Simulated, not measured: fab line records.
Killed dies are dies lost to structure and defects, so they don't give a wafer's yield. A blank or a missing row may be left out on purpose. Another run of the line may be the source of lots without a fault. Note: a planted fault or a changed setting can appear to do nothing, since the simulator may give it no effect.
fab line records	flow nandHarc
[record] lots = 6	wafers = 18	lastDay = 33
route steps=1302 shown HYBRID_BOND@1238 THIN_TSV@1244 END@1302
lots with no fault: from the same line, run without faults
startH: hours from the record's opening day to when the first of the lot's shown wafers began	waitH: how many hours have passed since the lot's step before this one	" the same as in the row above	L1.1+2: one row covering several wafers at once	- value missing, or start not given	* or withheld: withheld	< > ~ a bound
route shown NAME@n: NAME is a module with steps in the file, n the number in the route of the first one	usual: mean/standard deviation of fault-free wafers	same: alike in all rows	chamber/n: place in a boat	sites: readings site by site	_std_site: their standard deviation	_edge_site: the outer-site mean with the inner-site mean subtracted	radiusMm: for every site, how far away it sits from the centre of the wafer	mask NAME#n: copy n	behind: the tool/chamber that last shaped the wafer	hold: the reason the lot was held/the length of the hold in hours/how it ended	device: names the non-switching transistor (n, p or np)	end of line: the same wafers' tests at the end of the route	a step without rows: its recipe alone	killed: dies that structure and defects cost at the first sort, which is not the same as the wafer's yield	map: a wafer's dies, marking killed ones x, the rest . and places with no die _
set.NAME: the run value of the setting; set.NAME@STEP: its run value at that earlier step	model.NAME: the simulator's own value behind a step, which no gauge read
certain route steps with their lots: each step a table, each wafer a row
services: when a tool's chamber went out of use (startH, in hours from the record's first day, below 0 if earlier), for how many hours, and the reason
[[steps]]
[step NHARC_HYBRID_BOND_PRECLEAN_01]
[recipe] timeS = 300	tempC = 23	chemistry = DIW
[step NHARC_HYBRID_BOND_SRD_02]
[recipe] timeS = 30	tempC = 23	dryTimeS = 20	spinRpm = 1500
[step NHARC_HYBRID_BOND_BOND_03]
[recipe] tempC = 25
[step NHARC_HYBRID_BOND_ANNEAL_04]
[recipe] tempC = 300	timeS = 7200	rampUpCPerMin = 5	rampDownCPerMin = 3	idleTempC = 100	pressureAtm = 1
[step NHARC_HYBRID_BOND_OVL_MEAS_05]
[usual] overlayXNm = -3/34	overlayYNm = 4/31
lot.wafer	tool	chamber	startH	waitH	overlayXNm	overlayYNm
L979.4	overlay-01	-	556.61	0.4	-7	-31
L979.5	"	-	"	"	41	-7
L979.6	"	-	"	"	21	41
L978.1	overlay-01	-	563.14	0.4	-50	33
L978.2	"	-	"	"	-17	-24
L978.6	"	-	"	"	23	-17
L985.2	overlay-02	-	621.48	0.4	18	0
L985.4	"	-	"	"	95	-2
L985.5	"	-	"	"	-64	9
L994.2	overlay-01	-	729.98	0.4	-28	-27
L994.5	"	-	"	"	-26	-21
L994.6	"	-	"	"	-1	66
L995.1	overlay-01	-	739.30	0.4	-41	2
L995.3	"	-	"	"	-39	50
L995.6	"	-	"	"	-37	72
L996.2	overlay-01	-	767.67	0.4	7	47
L996.5	"	-	"	"	10	54
L996.6	"	-	"	"	63	32
[step NHARC_HYBRID_BOND_INSPECT_06]
[recipe] inspectInstrument = irVoid
[usual] rawDefectCount = 83/43
lot.wafer	tool	chamber	startH	waitH	rawDefectCount
L979.4	defectInspect-01	-	556.66	0.1	63
L979.5	"	-	"	"	70
L979.6	"	-	"	"	65
L978.1	defectInspect-01	-	563.19	0.0	89
L978.2	"	-	"	"	65
L978.6	"	-	"	"	73
L985.2	defectInspect-01	-	621.53	0.1	71
L985.4	"	-	"	"	81
L985.5	"	-	"	"	75
L994.2	defectInspect-02	-	730.03	0.1	82
L994.5	"	-	"	"	85
L994.6	"	-	"	"	90
L995.1	defectInspect-02	-	739.35	0.0	75
L995.3	"	-	"	"	77
L995.6	"	-	"	"	76
L996.2	defectInspect-02	-	767.72	0.1	74
L996.5	"	-	"	"	72
L996.6	"	-	"	"	81
[step NHARC_THIN_TSV_GRIND_00]
[recipe] targetThkUm = 6
[usual] motorCurrentA = 12.000/0.021
lot.wafer	tool	chamber	startH	waitH	motorCurrentA
L979.4	grinder-01	0	557.41	0.7	12.037
L979.5	"	0	"	"	12.001
L979.6	"	0	"	"	12.005
L978.1	grinder-01	0	564.54	1.4	11.989
L978.2	"	0	"	"	12.017
L978.6	"	0	"	"	12.001
L985.2	grinder-01	0	621.89	0.3	12.048
L985.4	"	0	"	"	11.979
L985.5	"	0	"	"	11.977
L994.2	grinder-01	0	730.38	0.3	12.027
L994.5	"	0	"	"	11.963
L994.6	"	0	"	"	12.031
L995.1	grinder-01	0	744.00	4.6	11.973
L995.3	"	0	"	"	12.005
L995.6	"	0	"	"	12.037
L996.2	grinder-01	0	768.07	0.3	12.014
L996.5	"	0	"	"	12.033
L996.6	"	0	"	"	11.989
[step NHARC_THIN_TSV_CMP_01]
[recipe] targetThkUm = 3
[usual] motorCurrentA = 11.6/1.6
lot.wafer	tool	chamber	startH	waitH	motorCurrentA
L979.4	cmp-03	0	558.09	0.5	11.5
L979.6	"	2	"	"	11.0
L979.5	"	3	"	"	9.9
L978.2	cmp-02	1	565.78	0.8	10.9
L978.1	"	3	"	"	9.9
L978.6	"	1	"	"	10.5
L985.2	cmp-01	3	622.98	0.9	11.7
L985.4	"	0	"	"	11.7
L985.5	"	1	"	"	11.3
L994.2	cmp-03	2	731.46	0.9	10.7
L994.6	"	3	"	"	10.3
L994.5	"	0	"	"	11.7
L995.1	cmp-02	3	745.25	1.0	10.7
L995.3	"	1	"	"	10.4
L995.6	"	0	"	"	11.6
L996.2	cmp-03	1	769.15	0.9	11.6
L996.5	"	3	"	"	10.8
L996.6	"	0	"	"	11.9
[step NHARC_THIN_TSV_THK_MEAS_02]
[recipe] thkMeasGauge = ir
[usual] thkNm = 2967/220
lot.wafer	tool	chamber	startH	waitH	thkNm
L979.4	filmMetro-01	-	558.30	-	3082
L979.5	"	-	"	"	2930
L979.6	"	-	"	"	3016
L978.1	filmMetro-02	-	566.02	-	2943
L978.2	"	-	"	"	2932
L978.6	"	-	"	"	2787
L985.2	filmMetro-02	-	623.20	-	2625
L985.4	"	-	"	"	2760
L985.5	"	-	"	"	2530
L994.2	filmMetro-01	-	731.65	-	3280
L994.5	"	-	"	"	3358
L994.6	"	-	"	"	2983
L995.1	filmMetro-01	-	745.51	-	3259
L995.3	"	-	"	"	2988
L995.6	"	-	"	"	2886
L996.2	filmMetro-01	-	769.36	0.2	2895
L996.5	"	-	"	"	2862
L996.6	"	-	"	"	3099
[step NHARC_THIN_TSV_SRD_03]
[step NHARC_THIN_TSV_PRECLEAN_41]
[recipe] timeS = *	tempC = 50	bathAgeMin = 0	chemistry = SC1
[step NHARC_THIN_TSV_SRD_42]
[step NHARC_THIN_TSV_DEP_43]
[recipe] targetThkA = 13285	tempC = withheld	pressureTorr = 6.5	rfW = 900	teosFlowSccm = 161.4	flowSccm = 2650	targetThkNm = 1328.5	gas = O2	material = SiO2
[usual] flowSccm = 2649/7.6	mfcPrecursorSccm = 161.5/0.45	rfFwdPowerW = 898.0/2.6	throttleValvePct = 15.9/0.82
lot.wafer	tool	chamber	startH	waitH	flowSccm	mfcPrecursorSccm	rfFwdPowerW	throttleValvePct
L979.5	pecvd-01	0	558.65	-	2673	161.7	896.4	15.8
L979.4	"	1	"	"	2653	161.9	899.3	14.9
L979.6	"	2	"	"	2646	161.6	897.6	14.3
L978.2	pecvd-03	0	566.28	-	2647	161.5	901.9	15.6
L978.1	"	1	"	"	2662	161.3	902.6	15.9
L978.6	"	2	"	"	2635	161.5	896.6	16.5
L985.2	pecvd-04	1	623.46	-	2632	161.1	897.8	15.5
L985.5	"	0	"	"	2649	161.0	895.2	16.9
L985.4	"	1	"	"	2648	161.1	903.3	15.6
L994.2	pecvd-04	0	731.96	-	2650	161.6	1036.4	16.8
L994.6	"	1	"	"	2644	160.9	1044.7	16.2
L994.5	"	2	"	"	2644	160.1	1042.3	16.5
L995.1	pecvd-04	1	745.78	-	2648	162.0	1040.2	16.0
L995.3	"	2	"	"	2631	161.7	1045.2	16.8
L995.6	"	0	"	"	2646	161.5	1045.7	17.0
L996.2	pecvd-01	0	769.67	-	2644	161.9	895.6	15.5
L996.6	"	2	"	"	2654	161.9	900.0	14.5
L996.5	"	0	"	"	2657	161.4	896.9	15.1
[step NHARC_THIN_TSV_DEHYDRATE_04]
[recipe] tempC = 150	timeS = 120
[step NHARC_END_SORT_01]
[recipe] tempC = 25
[usual] defectLimitedYield = 92.0/2.8	killedAtArray = 49/19	killedAtOther = 0.9/1.1	killedAtPeriphery = 4.0/2.7	killedDies = 54/19	killedOpen = 3.3/1.8	killedShort = 2.6/1.6	sort_bin_2_pct = 2.9/1.2	sort_bin_3_pct = 0.5/0.36	sort_bin_4_pct = 4.6/1.5	sortNPass = 623/19	sortRimYieldPct = 91/4.7	sortYieldPct = 92.0/2.8
[same] grossDies = 677	sort_bin_5_pct[%] = 0	sort_bin_6_pct[%] = 0	sort_bin_7_pct[%] = 0	sort_bin_8_pct[%] = 0	sortRimNGross = 106.00
lot.wafer	tool	chamber	startH	waitH	defectLimitedYield[%]	killedAtArray	killedAtOther	killedAtPeriphery	killedDies	killedOpen	killedShort	sort_bin_2_pct[%]	sort_bin_3_pct[%]	sort_bin_4_pct[%]	sortNPass	sortRimYieldPct[%]	sortYieldPct[%]
L979.4	prober-01	0	577.70	3.4	91.7	50	0	6	56	2	3	3.1	0.4	4.7	621	93	91.7
L979.5	prober-01	0	578.50	3.7	92.5	44	0	7	51	4	4	2.1	0.7	4.7	626	92	92.5
L979.6	prober-01	0	579.31	4.0	91.4	55	0	3	58	3	3	2.5	0.6	5.5	619	94	91.4
L978.1	prober-02	0	580.95	2.5	93.4	43	0	2	45	4	5	2.7	0.4	3.5	632	86	93.4
L978.2	prober-02	0	581.74	2.8	92.8	43	1	5	49	1	2	2.4	0.3	4.6	628	93	92.8
L978.6	prober-02	0	584.91	4.0	92.5	50	0	1	51	1	2	2.4	0.6	4.6	626	89	92.5
L985.2	prober-02	0	640.00	2.8	93.4	42	0	3	45	5	2	2.7	0.6	3.4	632	90	93.4
L985.4	prober-02	0	641.61	3.4	92.5	45	0	6	51	5	4	2.2	1.0	4.3	626	85	92.5
L985.5	prober-02	0	642.41	3.7	90.7	56	0	7	63	2	5	3.4	0.1	5.8	614	94	90.7
L996.2	prober-02	0	787.85	2.8	93.2	42	0	4	46	1	1	2.5	0.4	3.8	631	90	93.2
L996.5	prober-02	0	790.24	3.7	91.6	56	0	1	57	3	2	3.1	0.4	4.9	620	95	91.6
L996.6	prober-02	0	791.04	4.0	92.3	44	1	7	52	9	2	2.8	0.3	4.6	625	85	92.3
// killed by level:class
L979.4 A_SLIT:chamberFilmFlake=24 A_STAIRCASE:chamberFilmFlake=9 A_CHANNEL_HOLE_D2:chamberFilmFlake=6 A_CHANNEL_HOLE_D1:chamberFilmFlake=5 P_GATE:chamberFilmFlake=4 A_CONTACT:chamberFilmFlake=2 P_CONTACT:geometricParticle:short=1 P_M0:geometricParticle:open=1
L979.5 A_SLIT:chamberFilmFlake=21 A_CHANNEL_HOLE_D1:chamberFilmFlake=7 A_CHANNEL_HOLE_D2:chamberFilmFlake=4 A_STAIRCASE:chamberFilmFlake=4 P_GATE:chamberFilmFlake=3 A_ONON_D1:geometricParticle:open=2 A_CHANNEL_FILL_D2:geometricParticle:short=2 P_M1:geometricParticle:short=1
L979.6 A_SLIT:chamberFilmFlake=19 A_CHANNEL_HOLE_D2:chamberFilmFlake=10 A_STAIRCASE:chamberFilmFlake=8 A_CHANNEL_HOLE_D1:chamberFilmFlake=7 A_CONTACT:chamberFilmFlake=3 A_WL_FILL:geometricParticle:open=2 A_CHANNEL_FILL_D2:geometricParticle:short=1 A_SGD_CUT:geometricParticle:short=1
L978.1 A_CHANNEL_HOLE_D2:chamberFilmFlake=21 A_CHANNEL_HOLE_D1:chamberFilmFlake=3 A_CHANNEL_FILL_D1:chamberFilmFlake=3 A_CONTACT:chamberFilmFlake=3 A_ONON_D1:geometricParticle:short=2 P_GATE:chamberFilmFlake=2 A_DECK1_JOINT:chamberFilmFlake=2 A_CHANNEL_HOLE_D1:geometricParticle:open=1
L978.2 A_CHANNEL_HOLE_D2:chamberFilmFlake=32 P_GATE:chamberFilmFlake=3 A_CHANNEL_FILL_D1:chamberFilmFlake=3 A_CHANNEL_HOLE_D1:chamberFilmFlake=2 A_CONTACT:chamberFilmFlake=2 P_M0:geometricParticle:short=1 A_ONON_D1:geometricParticle:open=1 A_SGD_CUT:geometricParticle:short=1
L978.6 A_CHANNEL_HOLE_D2:chamberFilmFlake=37 A_CONTACT:chamberFilmFlake=5 A_CHANNEL_HOLE_D1:chamberFilmFlake=2 A_CHANNEL_FILL_D1:chamberFilmFlake=2 A_ONON_D1:geometricParticle:short=1 A_ONON_D2:geometricParticle:short=1 A_CONTACT:geometricParticle:open=1 P_GATE:chamberFilmFlake=1
L985.2 A_CHANNEL_HOLE_D1:chamberFilmFlake=19 A_CHANNEL_HOLE_D2:chamberFilmFlake=10 A_CHANNEL_FILL_D2:chamberFilmFlake=4 P_GATE:geometricParticle:open=1 P_CONTACT:geometricParticle:open=1 A_CHANNEL_FILL_D1:geometricParticle:open=1 A_ONON_D2:geometricParticle:short=1 A_CHANNEL_HOLE_D2:geometricParticle:open=1
L985.4 A_CHANNEL_HOLE_D1:chamberFilmFlake=22 A_CHANNEL_HOLE_D2:chamberFilmFlake=10 P_ZERO_WELL:chamberFilmFlake=4 A_ONON_D2:geometricParticle:short=2 A_CHANNEL_FILL_D2:chamberFilmFlake=2 A_CONTACT:chamberFilmFlake=2 P_CONTACT:geometricParticle:open=1 P_M1:geometricParticle:short=1
L985.5 A_CHANNEL_HOLE_D1:chamberFilmFlake=35 A_CHANNEL_HOLE_D2:chamberFilmFlake=13 A_CHANNEL_FILL_D2:chamberFilmFlake=4 P_ZERO_WELL:chamberFilmFlake=3 P_CONTACT:geometricParticle:short=1 P_M0:geometricParticle:open=1 P_M1:geometricParticle:short=1 A_ONON_D2:geometricParticle:short=1
L996.2 A_CHANNEL_HOLE_D2:chamberFilmFlake=22 A_CHANNEL_HOLE_D1:chamberFilmFlake=5 A_CHANNEL_HOLE_D1:unspecified=3 A_SLIT:chamberFilmFlake=3 A_CONTACT:chamberFilmFlake=3 P_GATE:chamberFilmFlake=2 A_CHANNEL_FILL_D1:chamberFilmFlake=2 P_CONTACT:geometricParticle:open=1
L996.5 A_CHANNEL_HOLE_D2:chamberFilmFlake=30 A_SLIT:chamberFilmFlake=13 A_CONTACT:chamberFilmFlake=5 A_CHANNEL_FILL_D2:geometricParticle:short=2 A_ONON_D1:geometricParticle:open=1 A_CHANNEL_HOLE_D1:geometricParticle:open=1 A_DECK1_JOINT:geometricParticle:open=1 P_GATE:chamberFilmFlake=1
L996.6 A_CHANNEL_HOLE_D2:chamberFilmFlake=20 A_SLIT:chamberFilmFlake=9 P_GATE:chamberFilmFlake=4 A_STAIRCASE:chamberFilmFlake=3 A_CHANNEL_FILL_D2:geometricParticle:open=2 A_WL_FILL:chamberFilmFlake=2 P_GATE:geometricParticle:open=1 P_CONTACT:geometricParticle:open=1
[[services]]
tool	chamber	startH	hours	kind
cmp-02	-	549.29	1.2	repair
cmp-03	-	554.00	4.0	pm
grinder-01	-	560.28	2.2	repair
grinder-01	-	582.56	3.3	repair
cmp-02	-	587.42	3.6	repair
pecvd-04	-	591.71	3.6	repair
pecvd-04	1	597.62	15.7	repair
pecvd-04	-	598.20	2.5	repair
cmp-02	-	624.64	4.0	pm
pecvd-04	2	627.26	4.0	repair
grinder-01	-	629.78	2.4	repair
pecvd-04	-	631.28	13.0	pm
grinder-01	-	645.43	1.6	repair
cmp-03	-	652.00	4.0	pm
cmp-02	-	660.28	2.0	repair
pecvd-01	-	673.00	13.0	pm
cmp-02	-	702.28	1.7	repair
cmp-03	-	720.22	0.7	repair
cmp-02	-	722.73	4.0	pm
grinder-01	-	725.63	2.7	repair
cmp-02	-	728.60	0.6	repair
grinder-01	-	736.00	8.0	pm
cmp-02	-	739.00	0.3	repair
cmp-03	-	750.00	4.0	pm
[[key]]
[firstSign] step = NHARC_THIN_TSV_DEP_43	reading = rfFwdPowerW	direction = up	sigmas = 56	usual = *	struck = *
effect none on later readings
metAt NHARC_THIN_TSV_DEP_43
struckWafers L994.2,L994.5,L994.6,L995.1,L995.3,L995.6
onsetBetween 623.46 731.96
[fault] kind = processParameterDrift	tool = pecvd-04	chamber = -	onsetH = 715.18	steps = NHARC_THIN_TSV_DEP_43	channel = rfW	offset = *	shape = step	endH = 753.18	actsIn = *	stated = *
